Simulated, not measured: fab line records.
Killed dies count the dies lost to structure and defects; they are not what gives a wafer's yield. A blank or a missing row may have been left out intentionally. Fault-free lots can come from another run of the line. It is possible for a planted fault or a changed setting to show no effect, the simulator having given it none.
Struck lot and sound lot, side by side | flow n5Finfet | 14 out of 1938 route steps
Sound: wafers L116.1, L116.2, L116.3. The struck wafers were L123.1, L123.2, L123.6. The cause is named last.
Each step with rows lists, per side, the tool, then ch with its chambers, then its first start. Under that, the readings that differ: sound wafers | struck wafers | difference of the means | sigmas: that difference in standard deviations of wafers without a fault.
alike: words and numbers the same on both sides, and readings whose means are apart by under 2 such deviations; not compared: readings that were withheld, readings missing a value for some wafer, numbers with overlapping values and no deviation given by the record, and bounds like >300 which may hide the same value.
A row with sigmas, a row that says differs or no value, or rows on one side alone: a step with any of these is where the two part. Numbers that have no deviation but don't overlap get no sigmas and don't part them. A reading missing from all wafers of one side parts the sides only when that side holds two or more wafers.

N5_BEOL_M4_CO_CAP_55: material Co, precursor CCTBA/H2, target thk 2 nm, time 102.1 s.
  sound on cvdCo-01 ch 0,1,2, day 7 11:14; struck on cvdCo-01 ch 0,1,2, day 9 13:01
  alike: heaterPowerOuterW, heaterPowerW
then, 1 step without rows for these wafers: N5_BEOL_M4_PRE_CLEAN_56 (time 15 s).
N5_BEOL_M4_DEP_57: deposits SiCN from 3MS/NH3, target thk 8 nm, time 14 s.
  sound on pecvd-01 ch 0,1,2, day 7 11:21; struck on pecvd-04 ch 0,1, day 9 13:10
  alike: showerheadPlenumPTorr, throttleValvePct
N5_BEOL_M4_RS_MEAS_58: measurement is done with a four-point probe.
  sound on filmMetro-01, day 7 11:25; struck on filmMetro-02, day 9 13:14
  alike: M4_RS
N5_BEOL_M4_INSPECT_59: inspects for defects (darkfield).
  sound on defectInspect-02, day 7 11:27; struck on defectInspect-01, day 9 13:16
  alike: rawDefectCount
N5_BEOL_M5_ILD_DEP_00: deposits SiCOH lowk from DEMS/porogen, target thk 140.64 nm, time 25.9 s.
  sound on pecvd-04 ch 0,1,2, day 7 12:26; struck on pecvd-01 ch 1,2, day 9 14:16
  alike: heaterPowerOuterW, heaterPowerW, showerheadPlenumPTorr, throttleValvePct
N5_BEOL_M5_CURE_79: cures SiCOH lowk, time 240 s.
  sound on uvCure-02 ch 0, day 7 12:30; struck on uvCure-02 ch 1, day 9 14:19
  alike: lampPowerPct, wafer_temp_C_max
N5_BEOL_M5_THK_MEAS_01:
  sound on filmMetro-01, day 7 13:01; struck on filmMetro-01, day 9 14:50
  alike: M5_ILD_THK
then, 1 step without rows for these wafers: N5_BEOL_M5_PECVD_70 (deposits SiO2 from TEOS/O2, target thk 16 nm, time 18 s).
N5_BEOL_M5_HM_DEP_02: deposits TiN, target thk 20 nm.
  sound on pvdSputter-03, day 7 14:33; struck on pvdSputter-01, day 9 15:55
  alike: throttleValvePct
then, 1 step without rows for these wafers: N5_BEOL_M5_COAT_59 (time 60 s, resist thk 60 nm).
N5_BEOL_M5_COAT_60: time 60 s, resist thk 12 nm.
  sound on lithoTrack-01 ch 0, day 7 14:41; struck on lithoTrack-01 ch 0, day 9 16:03
reading        | sound             | struck            | difference | sigmas
runLengthS (s) | 66.06 66.06 65.86 | 73.10 73.33 73.21 | +7.22      | +66
then, 1 step without rows for these wafers: N5_BEOL_M5_COAT_71 (time 60 s, resist thk 5 nm).
-- record jumps: 4 days separate the struck wafers' starts on either side; left off in module BEOL_M5, taken up again in module PASSIVATION, whose first shown step is the route's number 1936 --
N5_PASSIVATION_PROBE_49:
  sound on prober-02, day 11 12:07; struck on prober-01, day 13 18:38
reading            | sound    | struck      | difference | sigmas
killed_at_M0_to_M3 | 30 18 20 | 58 46 39    | +25        | +2
killedAtContacts   | 2 2 2    | 17 23 10    | +15        | +2
killedDies         | 61 65 72 | 123 103 116 | +48        | +3
killedOpen         | 37 42 46 | 81 75 71    | +34        | +3
  alike: killed_at_M4_up, killedAtFrontEnd, killedAtOther, killedShort

## WHERE THEY PART
Earliest at N5_BEOL_M5_COAT_60; latest, in this record, at N5_PASSIVATION_PROBE_49.

WHY: what had been put in by the simulator
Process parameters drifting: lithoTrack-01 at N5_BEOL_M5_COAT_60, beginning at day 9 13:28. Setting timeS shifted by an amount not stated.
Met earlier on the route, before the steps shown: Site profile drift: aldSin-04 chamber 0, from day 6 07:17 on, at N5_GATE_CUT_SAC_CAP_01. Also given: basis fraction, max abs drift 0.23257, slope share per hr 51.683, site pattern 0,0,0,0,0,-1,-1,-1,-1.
